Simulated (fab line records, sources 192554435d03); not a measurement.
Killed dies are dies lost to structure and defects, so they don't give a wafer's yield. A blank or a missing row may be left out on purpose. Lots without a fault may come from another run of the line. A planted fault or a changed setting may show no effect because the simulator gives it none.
A struck lot beside a sound one | flow n5_finfet | 18 steps out of a route of 1938
Sound: wafers L787.1, L787.3, L787.6. Struck: wafers L800.2, L800.5, L800.6. The cause comes at the end.
At each step with rows: each side's tool, then ch and its chambers, then its first start. Under that, the readings that differ: sound wafers | struck wafers | difference of the means | sigmas: that difference in standard deviations of wafers without a fault.
alike: readings whose means differ by less than 2 such deviations, and words and numbers that are the same on both sides. not compared: withheld readings, readings that some wafer has no value for, bounds like >300 that may hide the same value, and numbers for which the record gives no deviation and whose values overlap.
The two part at a step that has a row with sigmas, a row that says differs or no value, or rows on one side only. Numbers that don't overlap but have no deviation are shown without sigmas and don't part them. A reading that every wafer of one side lacks parts them only if that side has two wafers or more.

N5_FIN_SAQP_INSPECT_18: inspects for defects (brightfield).
  sound on defect_inspect-01, day 3 09:58; struck on defect_inspect-02, day 6 16:26
  alike: raw_defect_count
then, 1 step without rows for these wafers: N5_FIN_SAQP_DESCUM_21 (chemistry O2, time 7.9 s).
N5_FIN_SAQP_ETCH_51: etches SiARC in CF4, target depth 45.5 nm, time 75.8 s.
  sound on rie_diel-01 ch 1,3, day 3 10:16; struck on rie_diel-01 ch 0,2,3, day 6 16:31
  alike: drypump_motor_current_A, etch_rf_on_time_s, oes_product_au, rf_vpp_V, showerhead_plenum_p_Torr, throttle_valve_pct
  not compared: rf_hours_counter_h
N5_FIN_SAQP_ETCH_52: etches SOC in N2/H2, target depth 100 nm, overetch 20 nm, time 150 s.
  sound on rie_diel-01 ch 1,3, day 3 10:20; struck on rie_diel-01 ch 0,2,3, day 6 16:34
  alike: drypump_motor_current_A, n2_flow_sccm, oes_product_au, rf_vpp_V, showerhead_plenum_p_Torr, throttle_valve_pct
  not compared: rf_hours_counter_h
then, 1 step without rows for these wafers: N5_FIN_SAQP_STRIP_53 (strips in N2/H2).
N5_FIN_SAQP_HM_OPEN_73: chemistry CHF3/O2, target SiO2, stops on a-Si, target depth 12 nm, time 16.8 s.
  sound on rie_diel-01 ch 1,3, day 3 10:26; struck on rie_diel-01 ch 0,2,3, day 6 16:40
  alike: drypump_motor_current_A, oes_product_au, rf_vpp_V, showerhead_plenum_p_Torr, throttle_valve_pct
  not compared: rf_hours_counter_h
then, 5 steps without rows for these wafers: N5_FIN_SAQP_STRIP_74 (strips in CHF3/O2); N5_FIN_SAQP_MANDREL_ETCH_22 (etches a-Si in HBr/Cl2, stops on SiNx, target depth 60 nm, bt time 10 s, time 30 s); N5_FIN_SAQP_STRIP_55 (strips in N2/H2); N5_FIN_SAQP_STRIP_23 (strips in SPM, time 750 s); N5_FIN_SAQP_SRD_66 (time 30 s).
N5_FIN_SAQP_RECESS_75: chemistry HF/NH3, target SiO2, target depth 14.4 nm, afs cycles 3, sublimation time 60 s.
  sound on vapor_etch-02 ch 0,1, day 3 11:06; struck on vapor_etch-02 ch 0,1, day 6 17:11
  alike: drypump_motor_current_A
N5_FIN_SAQP_SPACER1_ALD_24: deposits SiO2, target thk 20.3 nm, pulse time 1 s, purge time 2 s.
  sound on ald_sin-01 ch 0,1,2, day 3 11:29; struck on ald_sin-01 ch 0,1, day 6 17:34
  reading                                           | sound                | struck               | difference | sigmas
  susceptor_temp_C (C)                              | 300.02 299.58 299.90 | 311.86 311.36 311.96 | +11.89     | +63
  model.SiO2_of_FIN_SAQP_SPACER1_ALD_24.thk_nm (nm) | 20.4 20.2 20.2       | 20 20 20             | +0         |
  alike: heater_power_w, precursor_pulse_height_rel
N5_FIN_SAQP_SPACER1_ETCHBACK_25: etches SiO2 in CHF3/O2, target depth 24.4 nm, time 12.2 s.
  sound on rie_diel-02 ch 0,1, day 3 12:12; struck on rie_diel-06 ch 2,3, day 6 18:17
  alike: drypump_motor_current_A, oes_product_au, rf_vpp_V, showerhead_plenum_p_Torr, throttle_valve_pct
  not compared: rf_hours_counter_h
N5_FIN_SAQP_MANDREL1_REMOVE_56: chemistry HBr/Cl2/O2, target a-Si, stops on SiNx, bt time 10 s.
  sound on rie_si-05 ch 0,2,3, day 3 12:17; struck on rie_si-04 ch 0,1,2, day 6 18:22
  reading                   | sound          | struck       | difference | sigmas
  model.FIN_SAQP.cd_nm (nm) | 20.4 20.2 20.2 | 20 19.8 19.8 | +0         |
  alike: drypump_motor_current_A, oes_product_au, throttle_valve_pct
  not compared: rf_hours_counter_h
N5_FIN_SAQP_CD_MEAS_27: target cd 20 nm.
  sound on cd_sem-01 ch 0, day 3 12:23; struck on cd_sem-03 ch 0, day 6 18:29
  reading    | sound             | struck            | difference | sigmas
  cd_nm (nm) | 20.47 20.14 20.40 | 19.64 19.82 19.97 | -0.53      | -2
-- the record jumps here: 6 days lie between the struck wafers' starts before and after (it left off in module FIN_SAQP and takes up again in module BEOL_M4, whose first step shown is number 1111 of the route) --
N5_BEOL_M4_RC_MEAS_101:
  sound on prober-01 ch 0, day 9 05:55; struck on prober-01 ch 0, day 12 11:51
  alike: DIBL_N, DIBL_P, IOFF_N, IOFF_P, ION_N, ION_P, SS_N, SS_P, VT_N, VT_P
-- the record jumps here: 4 days lie between the struck wafers' starts before and after (it left off in module BEOL_M4 and takes up again in module PASSIVATION, whose first step shown is number 1936 of the route) --
N5_PASSIVATION_PROBE_49:
  the record has rows for the struck wafers here (prober-02, day 16 21:01) and none for the sound ones

WHERE THEY PART
First at N5_FIN_SAQP_SPACER1_ALD_24; last, within this record, at N5_PASSIVATION_PROBE_49.

WHY: what the simulator had put in
Process parameter drift: ald_sin-01, from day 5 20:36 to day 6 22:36, at N5_FIN_SAQP_SPACER1_ALD_24. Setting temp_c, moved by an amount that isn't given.
